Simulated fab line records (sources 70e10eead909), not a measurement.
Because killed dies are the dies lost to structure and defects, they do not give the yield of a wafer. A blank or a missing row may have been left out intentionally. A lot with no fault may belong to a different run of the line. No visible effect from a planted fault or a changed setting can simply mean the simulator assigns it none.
Which tool did it? / flow nandHarc / 12 lots, 36 wafers sampled, at 5 steps of a route of 1302

WHAT THE GAUGES READ, wafer by wafer
NHARC_END_SORT_01. Usual: killedAtArray 55, standard deviation 17; killedAtOther 1.1, standard deviation 1.6; killedAtPeriphery 3.8, standard deviation 2.5; killedDies 60, standard deviation 18; killedOpen 3.3, standard deviation 1.9; killedShort 2.5, standard deviation 1.7.
lot=L538; measured=day 24 20:28; on=prober-02; killedAtArray=70 84 67; killedAtOther=0 0 0; killedAtPeriphery=3 3 0; killedDies=73 87 67; killedOpen=4 5 3; killedShort=2 2 1; flag=
lot=L539; measured=day 25 13:18; on=prober-02; killedAtArray=55 75 56; killedAtOther=0 2 1; killedAtPeriphery=4 6 5; killedDies=59 83 62; killedOpen=0 3 3; killedShort=3 2 1; flag=
lot=L544; measured=day 27 00:29; on=prober-01; killedAtArray=39 36 39; killedAtOther=0 0 0; killedAtPeriphery=4 2 3; killedDies=43 38 42; killedOpen=4 3 0; killedShort=5 1 4; flag=
lot=L542; measured=day 27 09:49; on=prober-01; killedAtArray=60 56 65; killedAtOther=0 0 0; killedAtPeriphery=1 3 2; killedDies=61 59 67; killedOpen=6 5 3; killedShort=1 2 1; flag=
lot=L543; measured=day 28 11:44; on=prober-01; killedAtArray=92 82 77; killedAtOther=0 3 0; killedAtPeriphery=2 7 3; killedDies=94 92 80; killedOpen=2 3 5; killedShort=0 1 3; flag=
lot=L545; measured=day 28 11:47; on=prober-02; killedAtArray=18 19 15; killedAtOther=6 7 4; killedAtPeriphery=3 4 4; killedDies=27 30 23; killedOpen=5 3 3; killedShort=2 1 1; flag=
lot=L548; measured=day 29 14:52; on=prober-02; killedAtArray=672 672 675; killedAtOther=2 0 0; killedAtPeriphery=3 5 2; killedDies=677 677 677; killedOpen=5 1 1; killedShort=7 0 3; flag=OFF
lot=L549; measured=day 30 19:32; on=prober-02; killedAtArray=673 671 673; killedAtOther=1 0 0; killedAtPeriphery=3 6 4; killedDies=677 677 677; killedOpen=1 1 0; killedShort=3 5 2; flag=OFF
lot=L550; measured=day 30 07:34; on=prober-01; killedAtArray=671 672 674; killedAtOther=1 1 1; killedAtPeriphery=5 4 2; killedDies=677 677 677; killedOpen=4 6 0; killedShort=5 0 3; flag=OFF
lot=L551; measured=day 31 00:41; on=prober-01; killedAtArray=54 52 49; killedAtOther=0 0 0; killedAtPeriphery=7 2 2; killedDies=61 54 51; killedOpen=5 1 5; killedShort=2 2 1; flag=
lot=L558; measured=day 34 08:27; on=prober-01; killedAtArray=49 61 65; killedAtOther=0 0 1; killedAtPeriphery=3 1 6; killedDies=52 62 72; killedOpen=3 3 4; killedShort=2 3 3; flag=
lot=L559; measured=day 34 08:28; on=prober-02; killedAtArray=72 65 62; killedAtOther=0 0 0; killedAtPeriphery=3 5 1; killedDies=75 70 63; killedOpen=3 4 1; killedShort=4 1 3; flag=

WHAT TOOL EACH LOT RAN ON (gives the tool, then ch and the chambers of the sampled wafers, and finally the start)
lot=L538; NHARC_A_STAIRCASE_ETCH_223=rieDiel-13 ch 0,1,2, day 16 17:28 or earlier; NHARC_A_STAIRCASE_ETCH_225=rieDiel-13 ch 1,2,3, day 16 17:28 or earlier; NHARC_A_STAIRCASE_TRIM_226=rieDiel-13 ch 0,1,3, day 16 17:28; NHARC_A_STAIRCASE_TRIM_235=rieDiel-13 ch 0,2,3, day 24 20:28 or earlier
lot=L539; NHARC_A_STAIRCASE_ETCH_223=rieDiel-11 ch 0,3, day 17 05:56 or earlier; NHARC_A_STAIRCASE_ETCH_225=rieDiel-11 ch 0,2, day 17 05:56 or earlier; NHARC_A_STAIRCASE_TRIM_226=rieDiel-11 ch 1,3, day 17 05:56; NHARC_A_STAIRCASE_TRIM_235=rieDiel-11 ch 1,2, day 25 13:18 or earlier
lot=L544; NHARC_A_STAIRCASE_ETCH_223=rieDiel-13 ch 2,3, day 19 01:31 or earlier; NHARC_A_STAIRCASE_ETCH_225=rieDiel-13 ch 0,1, day 19 01:31 or earlier; NHARC_A_STAIRCASE_TRIM_226=rieDiel-13 ch 2,3, day 19 01:31; NHARC_A_STAIRCASE_TRIM_235=rieDiel-13 ch 1,2,3, day 27 00:29 or earlier
lot=L542; NHARC_A_STAIRCASE_ETCH_223=rieDiel-11 ch 1,2,3, day 19 02:38 or earlier; NHARC_A_STAIRCASE_ETCH_225=rieDiel-11 ch 0,1,3, day 19 02:38 or earlier; NHARC_A_STAIRCASE_TRIM_226=rieDiel-11 ch 1,2,3, day 19 02:38; NHARC_A_STAIRCASE_TRIM_235=rieDiel-13 ch 0,3, day 27 09:49 or earlier
lot=L543; NHARC_A_STAIRCASE_ETCH_223=rieDiel-13 ch 0,2,3, day 19 21:58 or earlier; NHARC_A_STAIRCASE_ETCH_225=rieDiel-13 ch 0,1,2, day 19 21:58 or earlier; NHARC_A_STAIRCASE_TRIM_226=rieDiel-13 ch 0,1,2, day 19 21:58; NHARC_A_STAIRCASE_TRIM_235=rieDiel-08 ch 1,2,3, day 28 11:44 or earlier
lot=L545; NHARC_A_STAIRCASE_ETCH_223=rieDiel-11 ch 0,1, day 20 07:23 or earlier; NHARC_A_STAIRCASE_ETCH_225=rieDiel-11 ch 2,3, day 20 07:23 or earlier; NHARC_A_STAIRCASE_TRIM_226=rieDiel-11 ch 1,2, day 20 07:23; NHARC_A_STAIRCASE_TRIM_235=rieDiel-08 ch 2,3, day 28 11:47 or earlier
lot=L548; NHARC_A_STAIRCASE_ETCH_223=rieDiel-13 ch 2,3, day 21 13:41 or earlier; NHARC_A_STAIRCASE_ETCH_225=rieDiel-13 ch 1,2,3, day 21 13:41 or earlier; NHARC_A_STAIRCASE_TRIM_226=rieDiel-13 ch 0,1, day 21 13:41; NHARC_A_STAIRCASE_TRIM_235=rieDiel-08 ch 0,2,3, day 29 14:52 or earlier
lot=L549; NHARC_A_STAIRCASE_ETCH_223=rieDiel-11 ch 0,2,3, day 22 04:41 or earlier; NHARC_A_STAIRCASE_ETCH_225=rieDiel-11 ch 1,2,3, day 22 04:41 or earlier; NHARC_A_STAIRCASE_TRIM_226=rieDiel-11 ch 1,2,3, day 22 04:41; NHARC_A_STAIRCASE_TRIM_235=rieDiel-11 ch 1,2,3, day 30 19:32 or earlier
lot=L550; NHARC_A_STAIRCASE_ETCH_223=rieDiel-13 ch 1,2,3, day 22 05:41 or earlier; NHARC_A_STAIRCASE_ETCH_225=rieDiel-13 ch 1,3, day 22 05:41 or earlier; NHARC_A_STAIRCASE_TRIM_226=rieDiel-13 ch 1,2,3, day 22 05:41; NHARC_A_STAIRCASE_TRIM_235=rieDiel-13 ch 1,2,3, day 30 07:34 or earlier
lot=L551; NHARC_A_STAIRCASE_ETCH_223=rieDiel-08 ch 2,3, day 22 15:27 or earlier; NHARC_A_STAIRCASE_ETCH_225=rieDiel-08 ch 0,1,3, day 22 15:27 or earlier; NHARC_A_STAIRCASE_TRIM_226=rieDiel-08 ch 0,2,3, day 22 15:27; NHARC_A_STAIRCASE_TRIM_235=rieDiel-08 ch 0,1,2, day 31 00:41 or earlier
lot=L558; NHARC_A_STAIRCASE_ETCH_223=rieDiel-08 ch 0,1,2, day 25 07:11 or earlier; NHARC_A_STAIRCASE_ETCH_225=rieDiel-08 ch 0,1,2, day 25 07:11 or earlier; NHARC_A_STAIRCASE_TRIM_226=rieDiel-08 ch 0,2,3, day 25 07:11; NHARC_A_STAIRCASE_TRIM_235=rieDiel-08 ch 2,3, day 34 08:27 or earlier
lot=L559; NHARC_A_STAIRCASE_ETCH_223=rieDiel-13 ch 0,1, day 25 16:53 or earlier; NHARC_A_STAIRCASE_ETCH_225=rieDiel-13 ch 1,3, day 25 16:53 or earlier; NHARC_A_STAIRCASE_TRIM_226=rieDiel-13 ch 0,2, day 25 16:53; NHARC_A_STAIRCASE_TRIM_235=rieDiel-08 ch 0,1,3, day 34 08:28 or earlier
- NHARC_A_STAIRCASE_ETCH_223: etches the open film in C4F8/O2, target depth 100 nm, time 40.5 s.
- NHARC_A_STAIRCASE_ETCH_225: etches the open film in C4F8/O2, target depth 100 nm, time 40.5 s.
- NHARC_A_STAIRCASE_TRIM_226: chemistry O2, time 211.2 s.
- NHARC_A_STAIRCASE_TRIM_235: chemistry O2, time 211.2 s.

AS READ BY THE TOOLS THEMSELVES (means over the sampled wafers that have a number; for cases with no such wafer, the mark the record gives instead)
NHARC_A_STAIRCASE_ETCH_223. Usual: oesProductAu 0.942 a.u., standard deviation 0.012; rfVppV 895 V, standard deviation 5.5.
lot=L538; tool=rieDiel-13; oesProductAu (a.u.)=0.938; rfVppV (V)=896; flag=
lot=L539; tool=rieDiel-11; oesProductAu (a.u.)=0.936; rfVppV (V)=894; flag=
lot=L544; tool=rieDiel-13; oesProductAu (a.u.)=0.945; rfVppV (V)=903; flag=
lot=L542; tool=rieDiel-11; oesProductAu (a.u.)=0.950; rfVppV (V)=895; flag=
lot=L543; tool=rieDiel-13; oesProductAu (a.u.)=0.949; rfVppV (V)=899; flag=
lot=L545; tool=rieDiel-11; oesProductAu (a.u.)=0.943; rfVppV (V)=889; flag=
lot=L548; tool=rieDiel-13; oesProductAu (a.u.)=0.938; rfVppV (V)=902; flag=
lot=L549; tool=rieDiel-11; oesProductAu (a.u.)=0.946; rfVppV (V)=892; flag=
lot=L550; tool=rieDiel-13; oesProductAu (a.u.)=0.944; rfVppV (V)=896; flag=
lot=L551; tool=rieDiel-08; oesProductAu (a.u.)=0.931; rfVppV (V)=900; flag=
lot=L558; tool=rieDiel-08; oesProductAu (a.u.)=0.943; rfVppV (V)=896; flag=
lot=L559; tool=rieDiel-13; oesProductAu (a.u.)=0.941; rfVppV (V)=892; flag=

NHARC_A_STAIRCASE_ETCH_225. Usual: oesProductAu 0.942 a.u., standard deviation 0.01; rfVppV 896 V, standard deviation 5.7.
lot=L538; tool=rieDiel-13; oesProductAu (a.u.)=0.944; rfVppV (V)=897; flag=
lot=L539; tool=rieDiel-11; oesProductAu (a.u.)=0.946; rfVppV (V)=893; flag=
lot=L544; tool=rieDiel-13; oesProductAu (a.u.)=0.944; rfVppV (V)=893; flag=
lot=L542; tool=rieDiel-11; oesProductAu (a.u.)=0.949; rfVppV (V)=893; flag=
lot=L543; tool=rieDiel-13; oesProductAu (a.u.)=0.945; rfVppV (V)=897; flag=
lot=L545; tool=rieDiel-11; oesProductAu (a.u.)=0.938; rfVppV (V)=896; flag=
lot=L548; tool=rieDiel-13; oesProductAu (a.u.)=0.941; rfVppV (V)=896; flag=
lot=L549; tool=rieDiel-11; oesProductAu (a.u.)=0.945; rfVppV (V)=894; flag=
lot=L550; tool=rieDiel-13; oesProductAu (a.u.)=0.941; rfVppV (V)=891; flag=
lot=L551; tool=rieDiel-08; oesProductAu (a.u.)=0.943; rfVppV (V)=901; flag=
lot=L558; tool=rieDiel-08; oesProductAu (a.u.)=0.951; rfVppV (V)=898; flag=
lot=L559; tool=rieDiel-13; oesProductAu (a.u.)=0.943; rfVppV (V)=891; flag=

NHARC_A_STAIRCASE_TRIM_226. Usual: chamberPressureMTorr 60.00 mTorr, standard deviation 0.056; drypumpMotorCurrentA 6.1 A, standard deviation 0.52; oesProductAu 1.000 a.u., standard deviation 0.0085; rfVppV 57.8 V, standard deviation 0.94; showerheadPlenumPTorr 3.52 Torr, standard deviation 0.16; throttleValvePct 17.038 %, standard deviation 0.0086.
lot=L538; tool=rieDiel-13; chamberPressureMTorr (mTorr)=59.98; drypumpMotorCurrentA (A)=5.9; oesProductAu (a.u.)=0.994; rfVppV (V)=57.1; showerheadPlenumPTorr (Torr)=3.47; throttleValvePct (%)=17.031; flag=
lot=L539; tool=rieDiel-11; chamberPressureMTorr (mTorr)=60.08; drypumpMotorCurrentA (A)=6.2; oesProductAu (a.u.)=1.000; rfVppV (V)=57.9; showerheadPlenumPTorr (Torr)=3.49; throttleValvePct (%)=17.032; flag=
lot=L544; tool=rieDiel-13; chamberPressureMTorr (mTorr)=59.99; drypumpMotorCurrentA (A)=5.9; oesProductAu (a.u.)=1.000; rfVppV (V)=58.9; showerheadPlenumPTorr (Torr)=3.72; throttleValvePct (%)=17.034; flag=
lot=L542; tool=rieDiel-11; chamberPressureMTorr (mTorr)=60.04; drypumpMotorCurrentA (A)=6.3; oesProductAu (a.u.)=1.002; rfVppV (V)=57.9; showerheadPlenumPTorr (Torr)=3.49; throttleValvePct (%)=17.041; flag=
lot=L543; tool=rieDiel-13; chamberPressureMTorr (mTorr)=60.01; drypumpMotorCurrentA (A)=5.9; oesProductAu (a.u.)=1.015; rfVppV (V)=58.0; showerheadPlenumPTorr (Torr)=3.54; throttleValvePct (%)=17.037; flag=
lot=L545; tool=rieDiel-11; chamberPressureMTorr (mTorr)=60.05; drypumpMotorCurrentA (A)=6.3; oesProductAu (a.u.)=0.994; rfVppV (V)=57.9; showerheadPlenumPTorr (Torr)=3.45; throttleValvePct (%)=17.045; flag=
lot=L548; tool=rieDiel-13; chamberPressureMTorr (mTorr)=-; drypumpMotorCurrentA (A)=-; oesProductAu (a.u.)=-; rfVppV (V)=-; showerheadPlenumPTorr (Torr)=-; throttleValvePct (%)=-; flag=OFF
lot=L549; tool=rieDiel-11; chamberPressureMTorr (mTorr)=-; drypumpMotorCurrentA (A)=-; oesProductAu (a.u.)=-; rfVppV (V)=-; showerheadPlenumPTorr (Torr)=-; throttleValvePct (%)=-; flag=OFF
lot=L550; tool=rieDiel-13; chamberPressureMTorr (mTorr)=-; drypumpMotorCurrentA (A)=-; oesProductAu (a.u.)=-; rfVppV (V)=-; showerheadPlenumPTorr (Torr)=-; throttleValvePct (%)=-; flag=OFF
lot=L551; tool=rieDiel-08; chamberPressureMTorr (mTorr)=60.03; drypumpMotorCurrentA (A)=5.6; oesProductAu (a.u.)=0.992; rfVppV (V)=58.4; showerheadPlenumPTorr (Torr)=3.69; throttleValvePct (%)=17.038; flag=
lot=L558; tool=rieDiel-08; chamberPressureMTorr (mTorr)=59.99; drypumpMotorCurrentA (A)=5.6; oesProductAu (a.u.)=0.997; rfVppV (V)=58.6; showerheadPlenumPTorr (Torr)=3.67; throttleValvePct (%)=17.032; flag=
lot=L559; tool=rieDiel-13; chamberPressureMTorr (mTorr)=60.03; drypumpMotorCurrentA (A)=5.4; oesProductAu (a.u.)=1.000; rfVppV (V)=57.8; showerheadPlenumPTorr (Torr)=3.58; throttleValvePct (%)=17.034; flag=

NHARC_A_STAIRCASE_TRIM_235. Usual: chamberPressureMTorr 60.01 mTorr, standard deviation 0.058; drypumpMotorCurrentA 6.0 A, standard deviation 0.56; oesProductAu 0.998 a.u., standard deviation 0.0073; rfVppV 57.8 V, standard deviation 0.92; showerheadPlenumPTorr 3.55 Torr, standard deviation 0.16; throttleValvePct 17.036 %, standard deviation 0.0089.
lot=L538; tool=rieDiel-13; chamberPressureMTorr (mTorr)=60.07; drypumpMotorCurrentA (A)=5.7; oesProductAu (a.u.)=1.003; rfVppV (V)=58.2; showerheadPlenumPTorr (Torr)=3.63; throttleValvePct (%)=17.043; flag=
lot=L539; tool=rieDiel-11; chamberPressureMTorr (mTorr)=59.97; drypumpMotorCurrentA (A)=6.3; oesProductAu (a.u.)=1.004; rfVppV (V)=57.5; showerheadPlenumPTorr (Torr)=3.46; throttleValvePct (%)=17.042; flag=
lot=L544; tool=rieDiel-13; chamberPressureMTorr (mTorr)=59.98; drypumpMotorCurrentA (A)=6.2; oesProductAu (a.u.)=1.008; rfVppV (V)=56.8; showerheadPlenumPTorr (Torr)=3.56; throttleValvePct (%)=17.037; flag=
lot=L542; tool=rieDiel-13; chamberPressureMTorr (mTorr)=60.04; drypumpMotorCurrentA (A)=5.3; oesProductAu (a.u.)=0.985; rfVppV (V)=58.3; showerheadPlenumPTorr (Torr)=3.52; throttleValvePct (%)=17.046; flag=
lot=L543; tool=rieDiel-08; chamberPressureMTorr (mTorr)=60.01; drypumpMotorCurrentA (A)=6.1; oesProductAu (a.u.)=1.000; rfVppV (V)=57.9; showerheadPlenumPTorr (Torr)=3.58; throttleValvePct (%)=17.034; flag=
lot=L545; tool=rieDiel-08; chamberPressureMTorr (mTorr)=60.08; drypumpMotorCurrentA (A)=5.8; oesProductAu (a.u.)=0.994; rfVppV (V)=58.4; showerheadPlenumPTorr (Torr)=3.62; throttleValvePct (%)=17.035; flag=
lot=L548; tool=rieDiel-08; chamberPressureMTorr (mTorr)=60.04; drypumpMotorCurrentA (A)=5.6; oesProductAu (a.u.)=0.997; rfVppV (V)=58.1; showerheadPlenumPTorr (Torr)=3.69; throttleValvePct (%)=17.024; flag=
lot=L549; tool=rieDiel-11; chamberPressureMTorr (mTorr)=59.99; drypumpMotorCurrentA (A)=6.3; oesProductAu (a.u.)=1.000; rfVppV (V)=58.1; showerheadPlenumPTorr (Torr)=3.48; throttleValvePct (%)=17.036; flag=
lot=L550; tool=rieDiel-13; chamberPressureMTorr (mTorr)=60.01; drypumpMotorCurrentA (A)=6.1; oesProductAu (a.u.)=0.997; rfVppV (V)=58.3; showerheadPlenumPTorr (Torr)=3.55; throttleValvePct (%)=17.041; flag=
lot=L551; tool=rieDiel-08; chamberPressureMTorr (mTorr)=59.99; drypumpMotorCurrentA (A)=5.6; oesProductAu (a.u.)=0.996; rfVppV (V)=57.4; showerheadPlenumPTorr (Torr)=3.58; throttleValvePct (%)=17.040; flag=
lot=L558; tool=rieDiel-08; chamberPressureMTorr (mTorr)=60.05; drypumpMotorCurrentA (A)=6.0; oesProductAu (a.u.)=0.998; rfVppV (V)=58.3; showerheadPlenumPTorr (Torr)=3.66; throttleValvePct (%)=17.038; flag=
lot=L559; tool=rieDiel-08; chamberPressureMTorr (mTorr)=60.00; drypumpMotorCurrentA (A)=5.9; oesProductAu (a.u.)=1.000; rfVppV (V)=57.8; showerheadPlenumPTorr (Torr)=3.63; throttleValvePct (%)=17.025; flag=

THE ANSWER, worked out from the rows above alone
Rule: a lot counts as off when the mean over its wafers that have a number is more than 3 standard deviations away from the usual mean. A lot without any number at a reading at which 4 lots or more have one is off too. Any other lot the step has rows for is counted as sound. After the gauges, taken in route order, come the tools' own readings; for these a lot's mean is taken, as printed above. At the first step where some lot is off, the reading lying furthest off is the one used; lots without a number count as furthest.
Off, at NHARC_END_SORT_01 on killedAtArray: L548, L549, L550.
If a tool, at a process step before that reading, ran all the lots that are off and no sound lot after the first of them, it fits. The gauges at NHARC_END_SORT_01 aren't tried: what is off there is off at NHARC_A_STAIRCASE_TRIM_226 too, on other tools, and a gauge's error can't cause that. NHARC_A_STAIRCASE_ETCH_223 gives no start for some lots, so the hours and the order of its lots are those of NHARC_A_STAIRCASE_TRIM_226. NHARC_A_STAIRCASE_ETCH_225 gives no start for some lots, so the hours and the order of its lots are those of NHARC_A_STAIRCASE_TRIM_226. NHARC_A_STAIRCASE_TRIM_235 gives no start for some lots, so the hours and the order of its lots are those of NHARC_END_SORT_01. Not one of the candidates tried fits.

WHAT THE SIMULATOR HAD PUT IN
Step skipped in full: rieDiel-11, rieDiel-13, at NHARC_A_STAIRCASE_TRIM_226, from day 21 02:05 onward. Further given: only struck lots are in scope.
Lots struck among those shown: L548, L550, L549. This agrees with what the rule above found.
